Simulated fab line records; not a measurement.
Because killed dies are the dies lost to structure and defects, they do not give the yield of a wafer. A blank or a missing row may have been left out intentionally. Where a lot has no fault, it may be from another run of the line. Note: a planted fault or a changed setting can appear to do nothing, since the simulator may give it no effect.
Matching of chambers -- flow n5Finfet -- N5_BEOL_M0_SAQP_STRIP_86 on rieDiel-06: 4 sister chambers
The step strips in N2/H2. 4 wafers are shown with their chamber, then 8 later ones without.

== EACH WAFER AND ITS CHAMBER ==
wafer,chamber,showerheadPlenumPTorr (Torr)
L079.6,0,3.31
L083.4,3,3.20
L083.6,1,3.12
L089.1,2,3.48

== WAFERS MISSING THEIR CHAMBER ==
wafer,showerheadPlenumPTorr (Torr)
L089.3,3.20
L089.6,3.48
L090.1,3.47
L090.2,3.12
L090.4,3.30
L092.2,3.19
L092.3,3.47
L092.5,3.11

== WHICH CHAMBER EACH ONE RAN IN ==
wafer,from the rows above,in truth
L089.3,3,3
L089.6,2,2
L090.1,2,2
L090.2,1,1
L090.4,0,0
L092.2,3,3
L092.3,2,2
L092.5,1,1
8 of 8 placed correctly. Not placeable from these rows: 0. Number placed wrongly: 0.
How it was worked out, from the rows above alone: a wafer's distance from a chamber is the root of the sum, over the readings, of the square of ((its reading less the chamber's mean) divided by the reading's scatter). The wafer belongs to the nearest chamber; if the next one is less than 2 further off, it can't be placed. A chamber's mean is the mean of its shown wafers. The scatter: root of mean squared gap, hidden wafer to nearest shown wafer, with one shown wafer a chamber.
